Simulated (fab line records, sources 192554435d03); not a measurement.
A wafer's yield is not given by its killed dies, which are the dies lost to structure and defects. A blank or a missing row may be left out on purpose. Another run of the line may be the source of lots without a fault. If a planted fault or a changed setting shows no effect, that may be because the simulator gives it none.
Chamber matching -- flow n5 finfet -- 3 sister chambers for N5_BEOL_M2_PECVD_72 on pecvd-04
The step deposits SiO2 from TEOS/O2, target thk 16 nm, time 18 s. 6 wafers are shown with their chamber, then 12 later ones without.

== WAFERS, EACH WITH ITS CHAMBER ==
wafer,chamber,throttle valve pct (%),showerhead plenum p Torr (Torr)
L085.3,1,23.7,8.73
L085.6,1,24.0,8.72
L091.3,0,21.1,8.79
L091.4,2,21.0,8.88
L091.5,0,21.2,8.78
L091.6,2,21.2,8.86

== WAFERS WITHOUT THEIR CHAMBER ==
wafer,throttle valve pct (%),showerhead plenum p Torr (Torr)
L092.2,21.1,8.87
L092.3,20.9,8.76
L092.6,20.9,8.76
L094.1,23.9,8.73
L094.2,20.9,8.78
L094.3,21.4,8.85
L094.4,21.1,8.77
L094.5,21.1,8.84
L094.6,24.1,8.72
L095.2,21.3,8.85
L095.4,21.3,8.79
L095.5,24.0,8.73

== EACH ONE'S CHAMBER ==
wafer,from the rows above,in truth
L092.2,2,2
L092.3,0,0
L092.6,0,0
L094.1,1,1
L094.2,0,0
L094.3,2,2
L094.4,0,0
L094.5,2,2
L094.6,1,1
L095.2,2,2
L095.4,0,0
L095.5,1,1
Placed correctly: 12 of 12. Can't be placed from these rows: 0. Number placed wrongly: 0.
How it was worked out, from the rows above alone: a wafer's distance from a chamber is the root of the sum, over the readings, of the square of ((its reading less the chamber's mean) divided by the reading's scatter). If the next closest chamber is less than 2 further off than the closest, the wafer can't be placed; otherwise it belongs to the closest. A chamber's mean is the mean of its shown wafers. The scatter is the square root of a quotient: the sum, over the shown wafers, of each reading's squared deviation from its chamber's mean, divided by wafers minus chambers.
